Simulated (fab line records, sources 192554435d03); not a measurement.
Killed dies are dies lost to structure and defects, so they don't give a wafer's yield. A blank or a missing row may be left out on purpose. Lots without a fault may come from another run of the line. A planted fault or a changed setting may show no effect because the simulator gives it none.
Chamber matching | flow n5_finfet | N5_BEOL_M7_ILD_DEP_00 on pecvd-01: 3 sister chambers
The step deposits SiCOH lowk from DEMS/porogen, target thk 179.75 nm, time 33.4 s. 6 wafers are shown with their chamber, then 12 later ones without.

WAFERS WITH THEIR CHAMBER
wafer  | chamber | throttle_valve_pct (%) | showerhead_plenum_p_Torr (Torr)
L086.4 | 1       | 13.3                   | 5.720
L091.2 | 0       | 14.7                   | 5.722
L091.6 | 1       | 13.4                   | 5.723
L090.3 | 2       | 14.1                   | 5.743
L090.4 | 0       | 14.5                   | 5.719
L090.5 | 2       | 14.0                   | 5.751

WAFERS WITHOUT THEIR CHAMBER
wafer  | throttle_valve_pct (%) | showerhead_plenum_p_Torr (Torr)
L089.1 | 13.5                   | 5.728
L089.2 | 14.7                   | 5.727
L089.6 | 13.6                   | 5.731
L093.1 | 14.5                   | 5.722
L093.2 | 13.4                   | 5.743
L093.5 | 13.7                   | 5.733
L094.1 | 14.4                   | 5.752
L094.2 | 13.4                   | 5.730
L094.4 | 14.6                   | 5.724
L097.1 | 14.1                   | 5.752
L097.4 | 13.9                   | 5.729
L097.6 | 14.4                   | 5.732

WHICH CHAMBER EACH WENT THROUGH
wafer  | from the rows above     | in truth
L089.1 | 1                       | 1
L089.2 | 0                       | 0
L089.6 | 1                       | 1
L093.1 | 0                       | 0
L093.2 | can't be placed: 1 or 2 | 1
L093.5 | can't be placed: 1 or 2 | 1
L094.1 | 2                       | 2
L094.2 | 1                       | 1
L094.4 | 0                       | 0
L097.1 | 2                       | 2
L097.4 | can't be placed: 2 or 1 | 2
L097.6 | can't be placed: 0 or 2 | 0
Placed correctly: 8 of 12. Can't be placed from these rows: 4 (the true chamber is among the candidates in 4). Placed wrongly: 0.
How it was worked out, from the rows above alone: a wafer's distance from a chamber is the root of the sum, over the readings, of the square of ((its reading less the chamber's mean) divided by the reading's scatter). The wafer belongs to the nearest chamber; if the next one is less than 2 further off, it can't be placed. A chamber's mean is the mean of its shown wafers. The scatter: the root of (the sum of the squares of (reading less its chamber's mean) over the shown wafers, divided by (wafers less chambers)).
